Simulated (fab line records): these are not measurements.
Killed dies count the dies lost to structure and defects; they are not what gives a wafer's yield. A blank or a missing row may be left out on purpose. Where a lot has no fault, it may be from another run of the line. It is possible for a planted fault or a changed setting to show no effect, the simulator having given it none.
Chamber matching + flow nandHarc + 4 sister chambers for NHARC_A_WL_FILL_STRIP_29 on rieDiel-06
The step strips in O2, time 20 s. 8 wafers are shown with their chamber, then 6 later ones without.

WAFERS PAIRED WITH THEIR CHAMBERS
| wafer  | chamber | drypumpMotorCurrentA (A) | oesProductAu (a.u.) |
|--------|---------|--------------------------|---------------------|
| L226.3 | 1       | 5.5                      | 0.998               |
| L237.1 | 1       | 5.4                      | 1.023               |
| L242.1 | 3       | 5.4                      | 1.018               |
| L242.2 | 2       | 6.6                      | 1.003               |
| L242.3 | 0       | 6.7                      | 0.979               |
| L243.1 | 3       | 5.4                      | 1.014               |
| L243.2 | 0       | 6.7                      | 0.979               |
| L243.6 | 2       | 6.6                      | 1.015               |

WAFERS WITH NO CHAMBER GIVEN
| wafer  | drypumpMotorCurrentA (A) | oesProductAu (a.u.) |
|--------|--------------------------|---------------------|
| L246.3 | 6.6                      | 1.002               |
| L246.4 | 5.4                      | 1.037               |
| L246.5 | 5.4                      | 1.028               |
| L248.3 | 5.4                      | 1.017               |
| L248.4 | 6.6                      | 1.008               |
| L248.6 | 6.6                      | 1.007               |

WHICH CHAMBER EACH WENT THROUGH
| wafer  | from the rows above     | in truth |
|--------|-------------------------|----------|
| L246.3 | 2                       | 2        |
| L246.4 | can't be placed: 3 or 1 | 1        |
| L246.5 | can't be placed: 3 or 1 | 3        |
| L248.3 | can't be placed: 3 or 1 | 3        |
| L248.4 | 2                       | 2        |
| L248.6 | 2                       | 2        |
Placed correctly: 3 of 6. Unplaceable from these rows: 3, with the true chamber sitting among the candidates in 3. Wrongly placed: 0.
How it was worked out, from the rows above alone: a wafer's distance from a chamber is the root of the sum, over the readings, of the square of ((its reading less the chamber's mean) divided by the reading's scatter). If the next closest chamber is less than 2 further off than the closest, the wafer can't be placed; otherwise it belongs to the closest. Each chamber's mean is taken over the wafers shown for it. The scatter is the square root of a quotient: the sum, over the shown wafers, of each reading's squared deviation from its chamber's mean, divided by wafers minus chambers.
